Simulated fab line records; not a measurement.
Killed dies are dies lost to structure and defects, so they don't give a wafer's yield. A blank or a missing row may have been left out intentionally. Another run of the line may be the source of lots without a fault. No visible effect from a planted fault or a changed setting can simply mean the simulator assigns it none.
fab line records | flow n5-finfet
record: lots: 5 wafers: 15 last-day: 15
route steps=1938 shown MOL_CONTACT_COAG@596 BEOL_M0_SAQP@632 BEOL_M4@1111 PASSIVATION@1936
lots that met no fault: taken from a fault-free run of the same line
start-h: start of the lot's first displayed wafer, in hours after the record's first day | wait-h: how many hours have passed since the lot's step before this one | " unchanged from the row above | L1.1+2: a row that stands for several wafers | - no value, or no start given | * or withheld: withheld | < > ~ a bound
route shown NAME@n: NAME is a module with steps in the file, n the number in the route of the first one | usual: mean/standard deviation of fault-free wafers | same: alike in all rows | chamber/n: place in a boat | sites: the reading at each site | _std_site: the standard deviation of these | _edge_site: mean of outer sites minus mean of inner sites | radius-mm: for every site, how far away it sits from the centre of the wafer | mask NAME#n: copy n | behind: tool/chamber where the wafer was last shaped | hold: why the lot was held/for how many hours/how that ended | device: transistor that didn't switch, given as n, p or np | end of line: tests run on the same wafers once the route is complete | a step with no rows: only its recipe | killed: the dies lost at the first sort to structure and to defects; this is not the yield of the wafer | map: shows each die of a wafer: x if killed, . if not, _ if none is there
set.NAME: the setting that was run; set.NAME@STEP: the one run at that earlier step | model.NAME: the simulator's own value behind a step, which no gauge read
a table for each step, a row for each wafer; lots at some steps of the route
== steps ==
step: N5_MOL_CONTACT_COAG_COAT_34
recipe: resist: CAR-EUV spin-rpm: 1500 resist-thk-nm: 40
step: N5_MOL_CONTACT_COAG_EBR_36
recipe: solvent: PGMEA ebr-width-mm: 1.5
step: N5_MOL_CONTACT_COAG_SOFTBAKE_35
recipe: temp-c: 110 time-s: 60 resist: CAR-EUV
step: N5_MOL_CONTACT_COAG_EXPOSE_37
recipe: mask-id: VD na: 0.33 source-shape: annular sigma-inner: 0.3 sigma-outer: 0.7 polarization: unpolarized defocus-nm: 0 dose-mj: 62
step: N5_MOL_CONTACT_COAG_PEB_38
recipe: peb-temp-c: 100 peb-time-s: 60 resist: CAR-EUV
step: N5_MOL_CONTACT_COAG_DEVELOP_39
recipe: develop-time-s: 30 developer: TMAH resist: CAR-EUV rinse-liquid: surfactant-rinse dry: air-spin dev-temp-c: 23
step: N5_MOL_CONTACT_COAG_DESCUM_45
recipe: chemistry: O2 time-s: 7 source-power-w: 50 bias-power-w: 20 pressure-mtorr: 20 rf-frequency-hz: 2.712e+07 temp-c: 40 resist: CAR-EUV o2-flow-sccm: 225
step: N5_MOL_CONTACT_COAG_ETCH_65
recipe: chemistry: N2/H2 target: underlayer target-depth-a: 130 mask-material: CAR-EUV time-s: 10.4 ion-energy-ev: 200 pressure-mtorr: 30 source-w: 840 bias-w: 150 n2-flow-sccm: 200 h2-flow-sccm: 200 ends: cleared
step: N5_MOL_CONTACT_COAG_ETCH_66
recipe: chemistry: CF4 target: SiARC target-depth-a: 130 mask-material: CAR-EUV time-s: 21.7 ion-energy-ev: 80 pressure-mtorr: 40 source-w: 545 bias-w: 36 Ar_flow_sccm: 100 cf4-flow-sccm: 100 ends: cleared
step: N5_MOL_CONTACT_COAG_ALD_133
recipe: material: SiO2 target-thk-a: 50 temp-c: 100 ald-precursor-family: BDEAS ald-co-reactant: O2-plasma pulse-time-s: 1 co-reactant-pulse-time-s: 1 purge-time-s: 2 co-reactant-purge-time-s: 2 ald-cycles: 35 pressure-torr: 2
usual: ald-cycles: 35/0 heater-power-w: 77/12 precursor-pulse-height-rel: 1.001/0.021
columns lot.wafer tool chamber start-h wait-h ald-cycles heater-power-w precursor-pulse-height-rel model.SiO2_of_MOL_CONTACT_COAG_ALD_133.thk-nm
L965.1 ald-sin-01 3 174.43 0.1 35 81 1.030 5
L965.2 " 1 " " 35 65 1.010 5
L965.5 " 0 " " 35 74 0.973 5
L966.3 ald-sin-01 1 178.21 0.1 27 66 0.956 3.8
L966.4 " 0 " " 35 73 0.990 5
L966.6 " 0 " " 35 72 0.991 5
L967.1 ald-sin-01 1 181.47 0.1 35 63 0.999 5
L967.2 " 3 " " 27 83 1.033 3.8
L967.5 " 1 " " 35 63 0.992 5
L968.2 ald-sin-03 1 192.83 0.4 35 107 1.026 5
L968.5 " 3 " " 35 82 1.014 5
L968.6 " 0 " " 35 62 1.001 5
L969.1 ald-sin-01 0 195.52 0.1 35 73 1.004 5
L969.3 " 3 " " 27 79 0.979 3.8
L969.4 " 2 " " 35 91 0.938 5
step: N5_MOL_CONTACT_COAG_ETCHBACK_134
recipe: chemistry: CHF3 target: SiO2 target-depth-a: 100 time-s: 6.7 ion-energy-ev: 200 pressure-mtorr: 30 source-w: 610 bias-w: 170 Ar_flow_sccm: 200 CHF3_flow_sccm: 50
step: N5_MOL_CONTACT_COAG_ETCH_67
recipe: chemistry: N2/H2 target: SOC target-depth-a: 600 overetch-a: 210 mask-material: SiARC temp-c: 40 time-s: 101.2 ion-energy-ev: 200 pressure-mtorr: 30 source-w: 840 bias-w: 150 n2-flow-sccm: 200 h2-flow-sccm: 200
step: N5_MOL_CONTACT_COAG_STRIP_68
recipe: chemistry: N2/H2 temp-c: 40 n2-flow-sccm: 200 h2-flow-sccm: 200 rf-frequency-hz: 6e+07
step: N5_MOL_CONTACT_COAG_STRIP_69
recipe: chemistry: N2/H2 temp-c: 40 n2-flow-sccm: 200 h2-flow-sccm: 200 rf-frequency-hz: 6e+07
step: N5_MOL_CONTACT_COAG_ETCHBACK_136
recipe: chemistry: CHF3 target: SiO2 target-depth-a: 250 time-s: 16.7 ion-energy-ev: 200 pressure-mtorr: 30 source-w: 610 bias-w: 170 Ar_flow_sccm: 200 CHF3_flow_sccm: 50
step: N5_MOL_CONTACT_COAG_STRIP_120
recipe: chemistry: CHF3 resist: SiARC rf-frequency-hz: 6e+07
step: N5_MOL_CONTACT_COAG_VIA_ETCH_117
recipe: chemistry: C4F6/O2 target-depth-a: 400 overetch-a: 80 mask-material: SOC target: SiO2 bias-w: 455 pressure-mtorr: 10 time-s: 26 source-w: 325 Ar_flow_sccm: 300 C4F6_flow_sccm: 10 O2_flow_sccm: 10 ion-energy-ev: 575.3 ends: end-point
step: N5_MOL_CONTACT_COAG_ETCH_124
recipe: chemistry: CH3F/O2 target: SiNx target-depth-a: 65 mask-material: SOC stop-on: SiOC over-etch-frac: 0.3 ion-energy-ev: 120 pressure-mtorr: 30 source-w: 395 bias-w: 73 Ar_flow_sccm: 150 CH3F_flow_sccm: 30 O2_flow_sccm: 20 ends: end-point
step: N5_MOL_CONTACT_COAG_ETCH_48
recipe: chemistry: C4F6/O2 target-depth-a: 150 overetch-a: 45 mask-material: SOC target: SiOC bias-w: 465 pressure-mtorr: 10 time-s: 17 source-w: 335 Ar_flow_sccm: 300 C4F6_flow_sccm: 10 O2_flow_sccm: 10 ion-energy-ev: 576
step: N5_MOL_CONTACT_COAG_STRIP_72
recipe: chemistry: N2/H2 power-w: 450 temp-c: 40 pressure-mtorr: 20 rf-frequency-hz: 6e+07 overash-fraction: 3 bias-power-w: 7 h2-frac: 0.5 n2-flow-sccm: 200 h2-flow-sccm: 200
step: N5_MOL_CONTACT_COAG_STRIP_49
recipe: chemistry: N2/H2 time-s: 30 power-w: 1000 temp-c: 250 pressure-mtorr: withheld n2-flow-sccm: 1750 h2-flow-sccm: 3250
step: N5_MOL_CONTACT_COAG_PRECLEAN_138
recipe: chemistry: alkaline-clean temp-c: 60 time-s: 60 do-ppb: 50
step: N5_MOL_CONTACT_COAG_SRD_139
recipe: dry: ipa-marangoni time-s: 30 temp-c: 23 rinse-liquid: diw
step: N5_MOL_CONTACT_COAG_PRE_CLEAN_121
recipe: gas: H2/He time-s: * temp-c: withheld
step: N5_MOL_CONTACT_COAG_CVD_140
recipe: material: W target-thk-a: 665 mode: selective-fill temp-c: 300 time-s: 215
step: N5_MOL_CONTACT_COAG_PRECLEAN_127
recipe: chemistry: DIW time-s: 57.5 temp-c: 23
step: N5_MOL_CONTACT_COAG_SRD_128
recipe: dry-time-s: 32 dry: n2-spin spin-rpm: 1500
step: N5_MOL_CONTACT_COAG_CMP_52
recipe: stop-on: SiO2 t-overpolish-s: 1.5 post-cmp-clean: w-dilute-nh4oh down-force-psi: 4 platen-rpm: 50.289 pad-velocity-m-s: 1.0006 target-thk-nm: 66.5
step: N5_MOL_CONTACT_COAG_ANNEAL_112
recipe: temp-c: 400 time-s: 1800 ambient: HPD2 pressure-atm: 10
step: N5_BEOL_M0_SAQP_PECVD_00
recipe: material: SiCN target-thk-a: 80 temp-c: withheld precursor: 3MS/NH3 pressure-torr: 3 rf-w: 202 time-s: 14
step: N5_BEOL_M0_SAQP_ILD_DEP_01
recipe: material: SiOC target-thk-a: 454.19 temp-c: 350 precursor: DEMS/O2 pressure-torr: 5 rf-w: 500 time-s: 8.7
step: N5_BEOL_M0_SAQP_HM_DEP_02
recipe: material: TiN target-thk-a: 120 temp-c: 25 chamber-pressure-pa: 0.49996
step: N5_BEOL_M0_SAQP_PECVD_03
recipe: material: SiCN target-thk-a: 120 temp-c: withheld precursor: 3MS/NH3 pressure-torr: 3 rf-w: 202 time-s: 21.1
step: N5_BEOL_M0_SAQP_PECVD_96
recipe: material: a-Si target-thk-a: 450 temp-c: 350 precursor: SiH4/He pressure-torr: 3 rf-w: 100 time-s: 45.2
step: N5_BEOL_M0_SAQP_PECVD_97
recipe: material: SiNx target-thk-a: 230 temp-c: 350 precursor: SiH4/NH3/N2 pressure-torr: 1.5 rf-w: 300 time-s: 19.9
step: N5_BEOL_M4_RC_MEAS_101
usual: DIBL_N: 36.8/1.5 DIBL_P: 37.1/2.1 IOFF_N: 0.168/0.03 IOFF_P: 0.22/0.034 ION_N: 679/12 ION_P: 466/8 SS_N: 71.7/0.58 SS_P: 73.5/0.67 VT_N: 248.8/2.7 VT_P: -250/3.3
columns lot.wafer tool chamber start-h wait-h DIBL_N[mV/V] DIBL_P[mV/V] IOFF_N[nA/um] IOFF_P[nA/um] ION_N[uA/um] ION_P[uA/um] SS_N[mV/dec] SS_P[mV/dec] VT_N[mV] VT_P[mV]
L965.1 prober-02 0 240.32 0.0 40.2 41.8 0.242 0.28 691 470 72.5 74.8 245.4 -246
L965.2 " 0 " " 34.4 35.9 0.125 0.19 652 459 71.3 73.3 252.5 -249
L965.5 " 0 " " 37.3 39.9 0.182 0.24 673 461 72.7 74.3 248.5 -248
L966.3 prober-02 0 242.43 0.3 35.3 34.2 0.149 0.21 673 464 71.8 72.7 248.9 -249
L966.4 " 0 " " 35.9 35.8 0.159 0.23 668 469 71.9 73.7 250.9 -249
L966.6 " 0 " " 36.5 35.2 0.171 0.22 677 461 71.6 73.3 247.4 -247
L967.1 prober-02 0 246.51 0.0 36.5 35.4 0.151 0.23 669 462 72.3 74.0 251.1 -251
L967.2 " 0 " " 35.9 33.7 0.133 0.20 658 460 71.4 73.4 252.0 -249
L967.5 " 0 " " 35.8 34.1 0.135 0.20 660 457 71.8 73.0 253.2 -251
L968.2 prober-02 0 248.67 0.2 37.2 38.2 0.199 0.22 688 458 72.1 73.5 244.9 -253
L968.5 " 0 " " 35.6 37.3 0.161 0.20 670 466 72.2 72.8 248.6 -251
L968.6 " 0 " " 38.1 39.1 0.201 0.22 689 468 73.6 73.5 247.7 -250
L969.1 prober-01 0 262.82 0.0 36.1 35.5 0.140 0.20 663 459 71.2 73.2 250.6 -250
L969.3 " 0 " " 35.8 35.5 0.140 0.21 675 469 71.7 72.7 247.9 -251
L969.4 " 0 " " 36.9 37.7 0.172 0.24 698 472 71.3 73.8 246.5 -249
step: N5_PASSIVATION_PROBE_49
usual: defect-limited-yield: 91.0/1.5 killed_at_M0_to_M3: 34/11 killed_at_M4_up: 14/5.3 killed-at-contacts: 13/7 killed-at-front-end: 41/13 killed-at-other: 4/3.1 killed-dies: 106/17 killed-on-rim: 14/3.9 killed-open: 70/12 killed-short: 35/8 sort_bin_5_function: 5.2/0.98 sort_bin_6_memory: 3.4/0.69 sort-n-pass: 1074/17 sort-yield-pct: 91.0/1.5
same: gross-dies: 1180 killed-at-back-side: 0 sort_bin_4_leakage[%]: 0 sort_bin_8_speed[%]: 0
columns lot.wafer tool chamber start-h wait-h defect-limited-yield[%] killed_at_M0_to_M3 killed_at_M4_up killed-at-contacts killed-at-front-end killed-at-other killed-dies killed-on-rim killed-open killed-short sort_bin_5_function[%] sort_bin_6_memory[%] sort-n-pass sort-yield-pct[%]
L966.3 prober-02 - 342.01 0.1 77.5 34 11 171 43 7 266 30 64 36 4.8 3.4 914 77.5
L966.6 prober-02 - 342.16 0.3 90.3 31 14 17 47 5 114 15 76 34 5.3 3.9 1066 90.3
L967.2 prober-02 - 349.02 0.1 78.6 30 11 168 38 5 252 44 69 23 4.2 3.4 928 78.6
L969.3 prober-02 - 368.31 0.1 76.5 35 10 171 57 4 277 37 71 46 6.0 3.6 903 76.5
killed by level:class
L966.3 MOL_CONTACT_COAG:area-ald=166 BEOL_M2:geometric-particle:open=9 GATE_CUT:geometric-particle:short=7 DUMMY_GATE:geometric-particle:open=5 BEOL_M3:geometric-particle:open=5 BEOL_M0_SAQP:geometric-particle:open=5 BEOL_M4:geometric-particle:open=5 STI_FIN_REVEAL:geometric-particle:open=4
L966.6 FIN_SAQP:geometric-particle:open=12 MOL_CONTACT_COAG:geometric-particle:open=10 FIN_SAQP:geometric-particle:short=9 STI_FIN_REVEAL:geometric-particle:open=7 DUMMY_GATE:geometric-particle:open=7 MOL_CONTACT_COAG:geometric-particle:short=7 BEOL_M1:geometric-particle:open=7 BEOL_M4:geometric-particle:open=6
L967.2 MOL_CONTACT_COAG:area-ald=157 STI_FIN_REVEAL:geometric-particle:open=15 BEOL_M3:geometric-particle:open=11 MOL_CONTACT_COAG:geometric-particle:open=9 BEOL_M4:geometric-particle:open=8 GATE_CUT:geometric-particle:short=4 BEOL_M0_SAQP:geometric-particle:open=4 BEOL_M3:geometric-particle:short=4
L969.3 MOL_CONTACT_COAG:area-ald=160 FIN_SAQP:geometric-particle:short=12 MOL_CONTACT_COAG:geometric-particle:open=10 FIN_SAQP:geometric-particle:open=9 BEOL_M0_SAQP:geometric-particle:open=9 GATE_CUT:geometric-particle:short=7 BEOL_M3:geometric-particle:open=6 BEOL_M1:geometric-particle:open=5
map L966.3 (x killed, . not)
_________________.....x......________________
______________x.xx....x........x_____________
___________.x...x...x...x...xx.....__________
__________..x...x.x...x.x..........._________
________x...xx.......x..x....x..xx.x.._______
_______..x.....x....xx..xx.....xx...x.x______
______.x..x..x.x.x..x.....xx.x...xx....._____
_____......x.x.......x.............xx....____
____..x....x..........x...x....xx....x....___
___....x....x.......xx.xx..xxxx......x.....__
___....x......x.x.x...xx......x...x.x...xx.__
__.x..xx..........................x......x.x_
__.....x..................x..x........x....._
_x.x.x..xxxx..x....x..x.....x.x...xx....x....
_..x.x........x......xx.x..x..xx.xx.x......x.
_.xx........x..................xxx..x.....x..
_..x.x.xx..xx....xx......x...x..x..x.......x.
_..........x...x............x...xx....x...x..
_.xx.....x..............xx....xx..x....x..x..
_......xx...x....x...x.................x..xx.
_x...x........x..........x.......x.x.........
__x.xx....x...xx..........xx..x...x...x....x_
__x......x.x....x.........x....x.......xx..x_
___.......x.....x.....xx.x.........x.......__
___......................x.xx.xx....x......__
____.x....x...x..x...x.......x............___
_____............x...x......xx..x..x..x..____
______............xxx.x...xx...x.x.x...._____
_______x..x........x...x..x..x...x.xx..______
________.x...xxxx.xx......x..x......x._______
__________.x..x..xxx.....x.xx...xx.._________
___________.....x.xx...........x.x.__________
______________x..........x......_____________
_________________..xx.x.....x________________
map L967.2 (x killed, . not)
_________________.......x..xx________________
______________xxx...........x..x_____________
___________.............x....x....x__________
__________...x..x...............xx.x_________
________x.x.....x.x.x........xx.x....._______
_______.......x.....x..x...x.........x.______
______....x............xx.........x...x._____
_____..xxx....x.....x........x...........____
____.........x.x..xxxxx.........x..x......___
___x..........x....x.......x.x...x.x.x...xx__
___.........x.x...x....x.....x...xx......xx__
__x......x...x.x...........x....x..x......x._
__..x...xx.......x.....x....x....x.........._
_.xx........x....x.....x.xx........xxx.....xx
_x....x..x......x..........x..x.....x.x.x....
_x.xx..x........x.......xx..........x........
_.x.......x...xxx.x.x.x...x...............x.x
_x....x......xx.....x.xx.........x..xxx.x.x.x
_..xx..x...................x....x............
_.......x.x.......x.....x.....xx.x..x...x.x.x
_.....x..x.x........x........x.......x..x..x.
__.x.x..x...xx..x.............xx.x.x........_
__x..x.x.....xx..xx..x...x..x......x...xx..._
___..x..x.....xx.xx.......xx......x......x.__
___...x.......x.......x...xx.......x...x...__
____x..xx.........x...x....x..x...........___
_____x.x..x.......x..x.....x.x.x...x.....____
______.....x.....x....xx....x.....x....._____
_______xx.x.............x...x.x........______
________...x.......x.............x..x._______
__________xxx...x.x...x.....x.x.xx.x_________
___________..........x.xx........xx__________
______________x................._____________
_________________..x....x....________________
== key ==
first-sign: step: N5_MOL_CONTACT_COAG_ALD_133 reading: ald-cycles direction: down sigmas: 99+ usual: * struck: *
effect: step: N5_PASSIVATION_PROBE_49 reading: killed-at-contacts direction: up sigmas: 22 usual: 13 struck: 170
model-effect: step: N5_MOL_CONTACT_COAG_ALD_133 value: SiO2_of_MOL_CONTACT_COAG_ALD_133.thk-nm without: 5 struck: 3.8
more-kills-born-at: N5_MOL_CONTACT_COAG_ALD_133@ald-sin-01: 483
met-at N5_MOL_CONTACT_COAG_ALD_133
struck-wafers L966.3,L967.2,L969.3
onset-between 174.43 178.21
fault: kind: process-parameter-drift tool: ald-sin-01 chamber: - onset-h: 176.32 steps: N5_MOL_CONTACT_COAG_ALD_133 channel: ald-cycles offset: * shape: step end-h: 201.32 scope: struck-wafers-only acts-in: * stated: *
